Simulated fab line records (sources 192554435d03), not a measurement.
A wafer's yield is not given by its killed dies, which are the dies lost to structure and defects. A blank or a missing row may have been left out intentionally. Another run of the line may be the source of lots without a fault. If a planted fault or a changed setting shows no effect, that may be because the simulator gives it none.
Chamber matching -- flow n5_finfet -- N5_BEOL_M0_SAQP_ETCH_101 on rie_diel-02: 4 sister chambers
The step etches SiNx in CH3F/O2, target depth 29.9 nm, time 42.7 s. 14 wafers are shown with their chamber, then 7 later ones without.

WAFERS PAIRED WITH THEIR CHAMBERS
wafer,chamber,showerhead_plenum_p_Torr (Torr),throttle_valve_pct (%),drypump_motor_current_A (A)
L075.2,2,1.99,16.67,5.7
L075.3,1,2.08,16.55,5.6
L075.5,3,2.16,16.46,5.0
L083.2,0,1.95,15.97,5.8
L083.3,2,1.99,16.71,5.7
L083.5,0,1.95,16.00,5.8
L084.1,2,1.99,16.71,5.7
L084.4,3,2.15,16.47,5.0
L084.6,1,2.07,16.58,5.6
L090.2,2,1.99,16.72,5.6
L090.3,3,2.15,16.49,5.1
L090.4,0,1.95,15.99,5.8
L093.1,1,2.07,16.61,5.6
L093.2,3,2.14,16.51,5.1

SIGNATURES (means of the wafers above)
reading,chamber 0,chamber 1,chamber 2,chamber 3,scatter within a chamber
showerhead_plenum_p_Torr,1.9500,2.0733,1.9900,2.1500,0.00516
throttle_valve_pct,15.9867,16.5800,16.7025,16.4825,0.0228
drypump_motor_current_A,5.800,5.600,5.675,5.050,0.0418
Rule: for each reading, subtract the chamber's mean from the wafer's reading, divide by that reading's scatter and square the result; add these up over the readings and take the root, which gives the wafer's distance from the chamber. If the next closest chamber is less than 2 further off than the closest, the wafer can't be placed; otherwise it belongs to the closest. The scatter: take each reading less its chamber's mean, square it, sum over the shown wafers, divide by the number of wafers less the number of chambers, and take the root.

WAFERS WHOSE CHAMBER IS MISSING
wafer,showerhead_plenum_p_Torr (Torr),throttle_valve_pct (%),drypump_motor_current_A (A)
L093.4,1.98,16.71,5.6
L094.1,2.14,16.51,5.1
L094.2,2.07,16.61,5.6
L094.3,1.95,16.00,5.8
L097.1,1.95,16.01,5.8
L097.5,1.98,16.75,5.6
L097.6,2.14,16.51,5.1

THE CHAMBER EACH PASSED THROUGH
wafer,from the rows above,in truth
L093.4,2,2
L094.1,3,3
L094.2,1,1
L094.3,0,0
L097.1,0,0
L097.5,2,2
L097.6,3,3
Placed correctly: 7 of 7. From these rows, 0 cannot be placed. Number placed wrongly: 0.
